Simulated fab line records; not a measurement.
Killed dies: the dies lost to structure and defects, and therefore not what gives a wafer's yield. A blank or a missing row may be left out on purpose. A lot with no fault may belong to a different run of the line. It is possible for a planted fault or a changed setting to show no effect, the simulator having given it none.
Chamber matching :: flow nand_harc :: pecvd-02 running NHARC_A_STAIRCASE_DEP_417: 3 sister chambers
The step deposits Si3N4, target thk 60 nm. 6 wafers are shown with their chamber, then 8 later ones without.

WAFERS PAIRED WITH THEIR CHAMBERS
wafer: L084.3
chamber: 2
heater_power_w (W): 754

wafer: L084.5
chamber: 1
heater_power_w (W): 653

wafer: L088.1
chamber: 2
heater_power_w (W): 637

wafer: L088.2
chamber: 0
heater_power_w (W): 780

wafer: L088.4
chamber: 0
heater_power_w (W): 788

wafer: L090.1
chamber: 1
heater_power_w (W): 593

WAFERS WITH NO CHAMBER GIVEN
wafer: L090.4
heater_power_w (W): 732

wafer: L090.5
heater_power_w (W): 607

wafer: L093.1
heater_power_w (W): 848

wafer: L093.5
heater_power_w (W): 757

wafer: L093.6
heater_power_w (W): 873

wafer: L097.2
heater_power_w (W): 673

wafer: L097.5
heater_power_w (W): 684

wafer: L097.6
heater_power_w (W): 678

THE CHAMBER EACH PASSED THROUGH
wafer: L090.4
from the rows above: can't be placed: 2 or 0 or 1
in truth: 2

wafer: L090.5
from the rows above: can't be placed: 1 or 2
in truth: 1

wafer: L093.1
from the rows above: can't be placed: 0 or 2
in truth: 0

wafer: L093.5
from the rows above: can't be placed: 0 or 2 or 1
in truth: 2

wafer: L093.6
from the rows above: can't be placed: 0 or 2
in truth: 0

wafer: L097.2
from the rows above: can't be placed: 2 or 1 or 0
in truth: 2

wafer: L097.5
from the rows above: can't be placed: 2 or 1 or 0
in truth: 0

wafer: L097.6
from the rows above: can't be placed: 2 or 1 or 0
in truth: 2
Placed correctly: 0 of 8. Can't be placed from these rows: 8 (the true chamber is among the candidates in 8). Number placed wrongly: 0.
How it was worked out, from the rows above alone: a wafer's distance from a chamber is the root of the sum, over the readings, of the square of ((its reading less the chamber's mean) divided by the reading's scatter). The wafer belongs to the nearest chamber; if the next one is less than 2 further off, it can't be placed. Each chamber's mean is taken over the wafers shown for it. How the scatter is found: for the shown wafers, subtract from each reading the mean of its chamber, square and add these, divide the total by (wafers less chambers), then take the root.
